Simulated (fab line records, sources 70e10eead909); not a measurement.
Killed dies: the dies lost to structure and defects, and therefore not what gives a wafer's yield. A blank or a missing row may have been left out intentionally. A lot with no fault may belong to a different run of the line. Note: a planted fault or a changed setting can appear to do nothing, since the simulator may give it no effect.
Problem report in the 8D (eight disciplines) form, filled by code + flow nand_harc + the parts of the form that need people (team, actions taken, sign-off) are left out

1. THE PROBLEM
killed_at_array at NHARC_END_SORT_01 reads a mean of 673 on 3 wafers of 2 lots; wafers without a fault read 29 with a standard deviation of 8.4. Measured from the usual mean, that is +77 standard deviations.
First observed at day 22 07:05: wafer L942.1, on prober-02. The record holds 6 wafers of 2 lots with a number at this step. The rule behind "out" and "out of limits": a value lying over 4 standard deviations away from the usual mean. The other wafers with a number count as sound.

2. WHAT IT IS, AND WHAT IT ISN'T
| question                    | is                           | is not                                                                   |
|-----------------------------|------------------------------|--------------------------------------------------------------------------|
| which readings at this step | killed_at_array, killed_dies | killed_at_other, killed_at_periphery, killed_open, killed_short          |
| which lots                  | L942, L947                   | -                                                                        |
| which wafers of those lots  | L942.1, L947.1, L947.4       | L942.2, L942.5, L947.2                                                   |
| read on which gauges        | prober-01, prober-02         | -                                                                        |
| when                        | from day 22 07:05            | up to then (0 sound wafers); but 3 sound wafers of L942, L947 came after |

3. THE SUSPECTS, EACH WITH WHAT RULES IT OUT
Counting: if a tool at a process step up to the reading ran every lot that is out, it stays a suspect. Sound lots after the first of them don't rule it out here, since some wafers of a struck lot are sound.
- the gauge at NHARC_END_SORT_01 has been ruled out. 2 gauges (prober-01, prober-02) read the wafers that are out.
- rie_diel-01 at NHARC_A_SGD_CUT_ETCH_15 (etches the open film in CH3F/O2, target depth 75 nm, time 64.3 s): kept. It ran every lot that is out, first L942 (day 15 23:09). With no start given for some of its lots, NHARC_A_SGD_CUT_ETCH_15 uses the hours and lot order of NHARC_A_SGD_CUT_ETCH_16.
- rie_diel-01 at NHARC_A_SGD_CUT_ETCH_16 (etches the open film in C4F8/O2/Ar, target depth 310.5 nm, time 155.2 s): kept. It ran every lot that is out, first L942 (day 15 23:09). Its own readings are out on those wafers: run_length_s.
- rie_diel-13 at NHARC_A_SGD_CUT_ETCHBACK_24 (etches the open film in CH3F/O2, target depth 50 nm, time 92.857 s): kept. It ran every lot that is out, first L942 (day 16 06:26).
- Within rie_diel-01 at NHARC_A_SGD_CUT_ETCH_15: the wafers that are out ran in chambers 1, 2; their sound lot-mates ran in chamber 0.
After the count, these remain: rie_diel-01 at NHARC_A_SGD_CUT_ETCH_15, rie_diel-01 at NHARC_A_SGD_CUT_ETCH_16 and rie_diel-13 at NHARC_A_SGD_CUT_ETCHBACK_24.

4. THE CAUSE (what the simulator had put in)
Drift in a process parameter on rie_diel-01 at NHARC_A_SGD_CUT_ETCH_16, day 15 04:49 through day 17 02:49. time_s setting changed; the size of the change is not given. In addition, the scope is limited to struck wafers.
Counting left 3 suspects, and this tool is among them.

5. THE CHAIN OF EFFECTS, in route order
One row per reading whose mean, taken over the struck wafers that have a number, lies over 3 standard deviations from the usual. Only readings for which the record gives a usual standard deviation are gone through. hours: the time from each lot's start at the first step in this table that gives one to its start at this step, as a median over the lots. sigmas: the change in usual standard deviations.
| hours | step                    | reading         | usual   | on struck wafers | change | sigmas |
|-------|-------------------------|-----------------|---------|------------------|--------|--------|
| 0     | NHARC_A_SGD_CUT_ETCH_16 | run_length_s    | 176.5 s | 151.8            | -24.7  | -50    |
| 149   | NHARC_END_SORT_01       | killed_at_array | 29      | 673              | +644   | +77    |
| 149   | NHARC_END_SORT_01       | killed_dies     | 33      | 677              | +644   | +72    |
The process steps in it:
- NHARC_A_SGD_CUT_ETCH_16: etches the open film in C4F8/O2/Ar, target depth 310.5 nm, time 155.2 s.

6. WHAT WOULD HAVE CAUGHT IT SOONER
In this record the first reading out of limits at a measuring or inspecting step was taken at day 22 07:05, 170 hours after the fault began at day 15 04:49.
At NHARC_A_SGD_CUT_ETCH_16, the tool's own readings (run_length_s) were out on each struck wafer the step has a row for, so an alarm limit on them would have fired on the first such wafer.
By day 22 07:05 the whole set of lots that are out, 2 in number, had already begun NHARC_A_SGD_CUT_ETCH_16 on rie_diel-01. A hold on the tool at that time would have spared none of them.
